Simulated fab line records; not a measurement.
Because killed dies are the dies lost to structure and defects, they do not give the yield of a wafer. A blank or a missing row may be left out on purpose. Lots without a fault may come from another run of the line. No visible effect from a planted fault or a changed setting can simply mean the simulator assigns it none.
fab line records	flow nand-harc
[record] lots = 5	wafers = 15	last-day = 32
route steps=1302 shown P_ZERO_WELL@14 END@1302
lots that met no fault: from a run of the same line without faults
start-h: the number of hours between the record's first day and the start of the first shown wafer of the lot	wait-h: hours from the lot's prior step to this one	" same as the row above	L1.1+2: one row covering several wafers at once	- either no value or no given start	* or withheld: withheld	< > ~ a bound
route shown NAME@n: NAME is a module with steps in the file, n the number in the route of the first one	usual: the fault-free wafers' mean and standard deviation	same: alike in all rows	chamber/n: place in a boat	sites: each site's reading	_std_site: the standard deviation of these	_edge_site: mean of outer sites minus mean of inner sites	radius-mm: for every site, how far away it sits from the centre of the wafer	mask NAME#n: copy n	behind: the tool/chamber that last shaped the wafer	hold: the reason the lot was held/the length of the hold in hours/how it ended	device: transistor that didn't switch, given as n, p or np	end of line: the same wafers' tests at the end of the route	a step without rows: its recipe alone	killed: at the first sort, the dies lost to defects and structure; wafer yield is something else	map: a wafer's dies, x killed, . not, _ none there
set.NAME: the setting that was run; set.NAME@STEP: the one run at that earlier step	model.NAME: the simulator's own value behind a step, which no gauge read
certain route steps with their lots: each step a table, each wafer a row
services: the hour from which a tool's chamber was out of use, counted from the record's first day as start-h (under 0 if before that day), plus the number of hours and why
[[steps]]
[step NHARC_P_ZERO_WELL_CD_MEAS_11]
[recipe] target-cd-nm = 500	landing-energy-ev = 500
[usual] cd-nm = 499.9/2
lot.wafer	tool	chamber	start-h	wait-h	cd-nm
L144.3	cd-sem-03	0	31.25	-	498.9
L144.4	"	0	"	"	496.6
L144.6	"	0	"	"	499.3
L146.1	cd-sem-01	0	51.25	-	499.2
L146.2	"	0	"	"	498.3
L146.6	"	0	"	"	495.5
L157.1	cd-sem-03	0	161.11	-	499.1
L157.4	"	0	"	"	502.4
L157.6	"	0	"	"	501.8
L160.2	cd-sem-02	0	191.31	-	500.4
L160.4	"	0	"	"	499.0
L160.6	"	0	"	"	501.1
L163.1	cd-sem-01	0	221.24	-	498.2
L163.5	"	0	"	"	499.5
L163.6	"	0	"	"	499.6
[step NHARC_P_ZERO_WELL_HARDBAKE_12]
[recipe] temp-c = 118	time-s = 65
[step NHARC_P_ZERO_WELL_DESCUM_13]
[recipe] time-s = 3	o2-flow-sccm = 200	ar-flow-sccm = 0	bias-power-w = 0	chemistry = O2
[usual] drypump-motor-current-A = 5.8/0.57	oes-product-au = 0.998/0.0097	rf-vpp-V = 57.7/0.92	showerhead-plenum-p-Torr = 1.87/0.079	throttle-valve-pct = 11.313/0.0088
lot.wafer	tool	chamber	start-h	wait-h	drypump-motor-current-A	oes-product-au	rf-hours-counter-h	rf-vpp-V	showerhead-plenum-p-Torr	throttle-valve-pct
L144.4	rie-diel-13	1	31.41	-	6.3	1.005	6	58.2	1.82	11.304
L144.3	"	2	"	"	5.3	1.008	8	57.3	1.85	11.308
L144.6	"	1	"	"	6.3	1.008	-	55.9	1.82	11.328
L146.2	rie-diel-12	1	51.41	-	6.5	0.994	35	57.8	1.93	11.314
L146.1	"	3	"	"	5.7	0.995	37	59.4	2.01	11.327
L146.6	"	1	"	"	6.5	0.997	-	58.6	1.93	11.326
L157.4	rie-diel-02	1	161.29	-	5.0	1.008	37	57.2	1.79	11.297
L157.1	"	2	"	"	6.5	0.997	36	56.7	1.90	11.306
L157.6	"	3	"	"	5.9	0.982	-	57.5	1.87	11.312
L160.4	rie-diel-02	1	191.49	-	5.0	1.000	49	55.8	1.78	11.320
L160.2	"	2	"	"	6.6	0.997	49	58.0	1.90	11.311
L160.6	"	0	"	"	5.8	0.994	-	56.8	1.76	11.316
L163.1	rie-diel-12	3	221.42	-	5.7	0.981	38	58.0	1.99	11.326
L163.6	"	2	"	"	5.1	0.997	-	57.9	1.78	11.316
L163.5	"	3	"	"	5.7	0.977	-	58.9	1.99	11.301
[step NHARC_P_ZERO_WELL_ETCH_65]
[recipe] target-depth-a = 800	overetch-a = 240	time-s = 87.88	ion-energy-ev = 200	n2-flow-sccm = 150	h2-flow-sccm = 150	ar-flow-sccm = 0	rf-w = 400	bias-w = 150	chemistry = N2/H2
[usual] drypump-motor-current-A = 5.7/0.57	n2-flow-sccm = 150.0/0.5	oes-product-au = 0.998/0.01	rf-vpp-V = 429.6/2.8	showerhead-plenum-p-Torr = 2.00/0.09	throttle-valve-pct = 14.172/0.0084
lot.wafer	tool	chamber	start-h	wait-h	drypump-motor-current-A	n2-flow-sccm	oes-product-au	rf-hours-counter-h	rf-vpp-V	showerhead-plenum-p-Torr	throttle-valve-pct
L144.4	rie-diel-13	0	31.49	0.1	6.2	149.2	1.011	6	431.5	2.07	14.189
L144.3	"	2	"	"	5.3	149.7	1.006	8	428.9	1.97	14.165
L144.6	"	0	"	"	6.2	149.8	1.000	-	432.5	2.07	14.184
L146.2	rie-diel-12	2	51.60	0.2	5.1	149.4	1.013	40	428.1	1.91	14.165
L146.1	"	0	"	"	4.9	148.6	0.987	40	426.3	1.94	14.181
L146.6	"	2	"	"	5.1	149.9	1.006	-	426.7	1.91	14.166
L157.4	rie-diel-02	2	161.37	0.1	6.6	150.1	1.010	36	430.7	2.03	14.161
L157.1	"	3	"	"	5.9	149.9	0.986	38	428.6	2.00	14.166
L157.6	"	1	"	"	5.0	149.9	1.004	-	427.9	1.90	14.175
L160.4	rie-diel-02	0	191.58	0.1	5.8	150.0	1.001	50	426.1	1.88	14.162
L160.2	"	1	"	"	5.0	150.3	1.001	49	426.0	1.90	14.158
L160.6	"	2	"	"	6.6	150.3	1.009	-	431.2	2.02	14.175
L163.1	rie-diel-12	2	221.56	0.1	5.1	149.3	1.002	38	425.3	1.89	14.167
L163.5	"	1	"	"	6.5	149.5	0.988	-	433.1	2.04	14.172
L163.6	"	2	"	"	5.1	149.7	1.009	-	426.1	1.90	14.168
[step NHARC_P_ZERO_WELL_ETCH_62]
[recipe] target-depth-a = 130	time-s = 6.5	chf3-flow-sccm = 50	ar-flow-sccm = 200	rf-w = 500	bias-w = 200	chemistry = CHF3/Ar
[usual] drypump-motor-current-A = 5.8/0.57	oes-product-au = 0.957/0.019	rf-vpp-V = 369.6/2.3	showerhead-plenum-p-Torr = 2.30/0.094	throttle-valve-pct = 20.217/0.009
lot.wafer	tool	chamber	start-h	wait-h	drypump-motor-current-A	oes-product-au	rf-hours-counter-h	rf-vpp-V	showerhead-plenum-p-Torr	throttle-valve-pct
L144.4	rie-diel-13	3	-	-	5.4	0.980	8	373.7	2.47	20.222
L144.3	"	0	"	"	6.2	0.961	6	370.1	2.37	20.226
L144.6	"	3	"	"	5.4	0.979	-	372.3	2.47	20.220
L146.2	rie-diel-12	3	-	-	5.7	0.956	37	372.1	2.46	20.212
L146.1	"	2	"	"	5.1	0.956	40	366.6	2.21	20.223
L146.6	"	3	"	"	5.7	0.949	-	373.4	2.46	20.214
L157.4	rie-diel-02	0	-	-	5.8	0.959	37	367.5	2.17	20.218
L157.1	"	1	"	"	5.0	0.981	37	368.2	2.19	20.215
L157.6	"	2	"	"	6.6	0.996	-	369.4	2.33	20.213
L160.2	rie-diel-02	1	-	-	5.0	0.963	49	366.8	2.19	20.216
L160.4	"	3	"	"	5.9	0.978	51	370.7	2.29	20.214
L160.6	"	1	"	"	5.0	0.960	-	366.6	2.19	20.237
L163.1	rie-diel-12	1	-	-	6.5	0.935	42	371.0	2.34	20.227
L163.5	"	1	"	"	6.5	0.932	-	372.1	2.34	20.214
L163.6	"	2	"	"	5.1	0.940	-	367.1	2.19	20.227
[step NHARC_P_ZERO_WELL_ETCH_63]
[recipe] target-depth-a = 1200	time-s = 40.1	hbr-flow-sccm = 150	cl2-flow-sccm = 50	rf-w = 400	icp-w = 400	bias-w = 100	chemistry = HBr/Cl2
[usual] drypump-motor-current-A = 5.7/0.44	oes-product-au = 1.006/0.0087	throttle-valve-pct = 26.405/0.0097
lot.wafer	tool	chamber	start-h	wait-h	drypump-motor-current-A	oes-product-au	rf-hours-counter-h	throttle-valve-pct
L144.4	rie-si-02	3	31.66	-	5.1	1.001	0.7	26.403
L144.3	"	0	"	"	5.5	0.998	0.6	26.401
L144.6	"	0	"	"	5.5	0.999	-	26.400
L146.2	rie-si-02	0	51.78	-	5.5	1.015	0.7	26.418
L146.1	"	1	"	"	6.1	1.015	0.7	26.410
L146.6	"	3	"	"	5.1	1.007	-	26.410
L157.1	rie-si-04	0	161.57	-	6.2	1.014	0.9	26.397
L157.6	"	1	"	"	5.6	1.010	-	26.391
L157.4	"	2	"	"	5.2	0.993	-	26.414
L160.2	rie-si-02	1	191.74	-	6.2	1.008	0.6	26.407
L160.4	"	3	"	"	5.1	1.003	0.5	26.398
L160.6	"	2	"	"	5.2	1.012	-	26.419
L163.1	rie-si-06	1	225.95	-	6.2	0.986	0.8	26.424
L163.5	"	3	"	"	5.9	1.014	-	26.406
L163.6	"	0	"	"	6.2	1.015	-	26.396
[step NHARC_P_ZERO_WELL_STRIP_15]
[recipe] time-s = 900	temp-c = 130	chemistry = SPM
[step NHARC_P_ZERO_WELL_DEHYDRATE_16]
[recipe] temp-c = 150	time-s = 120
[step NHARC_P_ZERO_WELL_HMDS_17]
[recipe] time-s = 30
[step NHARC_P_ZERO_WELL_COAT_18]
[recipe] spin-rpm = withheld
[step NHARC_P_ZERO_WELL_SOFTBAKE_19]
[recipe] temp-c = 122	time-s = 95
[step NHARC_P_ZERO_WELL_EBR_20]
[step NHARC_P_ZERO_WELL_EXPOSE_21]
[recipe] na = 0.6	target-cd-nm = 720	dose-mj = 22.31	mask-id = P_NWELL
lot.wafer	tool	chamber	start-h	wait-h	mask
L144.3+4+6	krf-scanner-01	0	32.43	-	P_NWELL#0
L146.1+2+6	krf-scanner-04	0	52.54	-	P_NWELL_R1#0
L157.1+4+6	krf-scanner-02	0	162.38	-	P_NWELL#0
L160.2+4+6	krf-scanner-04	0	192.56	-	P_NWELL#0
L163.1+5+6	krf-scanner-02	0	226.71	-	P_NWELL#0
[step NHARC_P_ZERO_WELL_PEB_22]
[recipe] peb-temp-c = 118	peb-time-s = 85
[step NHARC_P_ZERO_WELL_DEVELOP_23]
[recipe] time-s = 70
[step NHARC_P_ZERO_WELL_CD_MEAS_24]
[recipe] target-cd-nm = 720	landing-energy-ev = 500
[usual] cd-nm = 719.6/1.5
lot.wafer	tool	chamber	start-h	wait-h	cd-nm
L144.3	cd-sem-01	0	32.58	-	720.9
L144.4	"	0	"	"	719.4
L144.6	"	0	"	"	721.2
L146.1	cd-sem-02	0	52.69	-	652.4
L146.2	"	0	"	"	650.2
L146.6	"	0	"	"	649.8
L157.1	cd-sem-02	0	162.54	-	718.0
L157.4	"	0	"	"	719.3
L157.6	"	0	"	"	718.2
L160.2	cd-sem-01	0	192.72	-	720.9
L160.4	"	0	"	"	716.2
L160.6	"	0	"	"	720.5
L163.1	cd-sem-02	0	226.87	-	718.8
L163.5	"	0	"	"	720.7
L163.6	"	0	"	"	719.6
[step NHARC_P_ZERO_WELL_HARDBAKE_25]
[recipe] temp-c = 125	time-s = 80
[step NHARC_P_ZERO_WELL_DESCUM_26]
[recipe] time-s = 3	o2-flow-sccm = 200	ar-flow-sccm = 0	bias-power-w = 0	chemistry = O2
[usual] drypump-motor-current-A = 5.7/0.54	oes-product-au = 1.000/0.011	rf-vpp-V = 57.6/0.93	showerhead-plenum-p-Torr = 1.88/0.081	throttle-valve-pct = 11.311/0.0097
lot.wafer	tool	chamber	start-h	wait-h	drypump-motor-current-A	oes-product-au	rf-hours-counter-h	rf-vpp-V	showerhead-plenum-p-Torr	throttle-valve-pct	model.P_ZERO_WELL.cd-nm
L144.4	rie-diel-02	0	32.74	-	5.8	0.998	48	57.4	1.78	11.307	719.9
L144.3	"	3	"	"	5.9	0.995	52	57.3	1.89	11.311	720
L144.6	"	1	"	"	5.0	1.009	-	57.7	1.80	11.311	721.4
L146.2	rie-diel-13	1	52.88	-	6.3	1.011	15	57.9	1.82	11.311	649.5
L146.1	"	0	"	"	6.2	0.993	10	56.9	1.94	11.319	652
L146.6	"	2	"	"	5.2	1.014	-	58.1	1.85	11.308	648.9
L157.1	rie-diel-12	3	162.81	-	5.7	0.969	17	58.3	2.00	11.327	718.6
L157.6	"	2	"	"	5.1	1.002	-	55.7	1.79	11.311	718.8
L157.4	"	0	"	"	4.9	0.969	-	57.9	1.81	11.305	720.1
L160.2	rie-diel-13	1	192.89	-	6.3	1.003	8	57.3	1.81	11.318	721.5
L160.4	"	2	"	"	5.3	1.003	8	57.3	1.84	11.305	715.4
L160.6	"	0	"	"	6.3	0.998	-	57.6	1.92	11.309	720
L163.1	rie-diel-12	2	227.05	-	5.1	1.007	42	57.5	1.78	11.302	719.4
L163.5	"	1	"	"	6.5	1.004	-	58.7	1.91	11.314	720.6
L163.6	"	3	"	"	5.7	0.978	-	57.4	1.99	11.310	719.8
[step NHARC_P_ZERO_WELL_IMPLANT_27]
[recipe] energy-kev = 600	dose-cm2 = 1e+13	tilt-deg = 7
[step NHARC_END_SORT_01]
[recipe] temp-c = 25
[usual] killed-at-array = 53/18	killed-at-other = 1.0/1.2	killed-at-periphery = 3.6/2.4	killed-dies = 58/18	killed-open = 3.4/1.8	killed-short = 2.3/1.5
[same] gross-dies = 677
lot.wafer	tool	chamber	start-h	wait-h	killed-at-array	killed-at-other	killed-at-periphery	killed-dies	killed-open	killed-short
L146.1	prober-01	0	611.94	2.5	31	1	5	37	3	4
L146.2	prober-01	0	612.74	2.8	32	1	5	38	2	3
L146.6	prober-01	0	615.93	4.0	29	0	7	36	3	0
// killed by level:class
L146.1 A_SLIT:chamber-film-flake=16 A_CHANNEL_HOLE_D2:chamber-film-flake=5 P_GATE:chamber-film-flake=4 A_CHANNEL_FILL_D2:geometric-particle:short=2 A_STAIRCASE:chamber-film-flake=2 A_CONTACT:chamber-film-flake=2 A_ONON_D1:geometric-particle:open=1 A_WL_FILL:geometric-particle:short=1
L146.2 A_SLIT:chamber-film-flake=16 A_CHANNEL_HOLE_D1:chamber-film-flake=4 A_CHANNEL_HOLE_D2:chamber-film-flake=3 P_ZERO_WELL:area-expose=3 A_CHANNEL_FILL_D2:geometric-particle:short=2 A_STAIRCASE:chamber-film-flake=2 A_WL_FILL:chamber-film-flake=2 P_M0:geometric-particle:open=1
L146.6 A_SLIT:chamber-film-flake=13 A_CHANNEL_HOLE_D1:chamber-film-flake=4 A_STAIRCASE:chamber-film-flake=4 P_ZERO_WELL:area-expose=4 P_GATE:chamber-film-flake=2 A_CHANNEL_FILL_D2:chamber-film-flake=2 P_CONTACT:geometric-particle:open=1 A_ONON_D1:geometric-particle:open=1
[[services]]
tool	chamber	start-h	hours	kind
krf-scanner-04	-	10.00	4.0	pm
krf-scanner-02	-	15.76	2.2	repair
rie-si-02	-	24.28	0.1	repair
rie-diel-13	0	35.74	5.9	repair
krf-scanner-02	-	39.09	2.1	repair
rie-diel-02	-	40.46	9.0	pm
krf-scanner-04	-	63.06	2.1	repair
rie-diel-12	-	91.82	9.0	pm
rie-si-02	-	100.00	9.0	pm
rie-diel-12	2	113.94	9.8	repair
rie-diel-12	2	144.60	1.7	repair
rie-si-02	1	149.37	10.6	repair
rie-diel-02	1	149.41	5.6	repair
rie-diel-13	3	154.79	10.9	repair
rie-diel-13	2	160.84	3.0	repair
rie-diel-12	1	162.17	1.2	repair
rie-diel-13	-	165.03	9.0	pm
rie-diel-02	1	195.38	15.9	repair
rie-diel-13	2	196.67	6.1	repair
rie-diel-02	0	200.28	5.6	repair
rie-diel-12	3	205.13	6.5	repair
rie-diel-02	3	210.41	7.3	repair
rie-diel-13	1	216.15	3.1	repair
rie-diel-02	-	217.46	9.0	pm
[[key]]
[first-sign] step = NHARC_P_ZERO_WELL_EXPOSE_21	reading = mask	direction = changed
[effect] step = NHARC_P_ZERO_WELL_CD_MEAS_24	reading = cd-nm	direction = down	sigmas = 46	usual = 719.6	struck = 650.8
[model-effect] step = NHARC_P_ZERO_WELL_DESCUM_26	value = P_ZERO_WELL.cd-nm	without = 718.1	struck = 650.1
met-at NHARC_P_ZERO_WELL_EXPOSE_21
struck-wafers L146.1,L146.2,L146.6
tester-left-out L146
[fault] kind = wrong-mask	tool = any	chamber = -	onset-h = 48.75	steps = NHARC_P_ZERO_WELL_EXPOSE_21	aux-copy = P_NWELL_R1#0	cd-offset-nm = -67.966	scope = struck-lots-only
// tester-left-out: of these lots the tester's yield and bins aren't shown, on N5 and GAA mostly nor the transistor test; their killed dies are dies lost to structure and defects alone, not to doping, threshold or leakage, so they don't give the yield
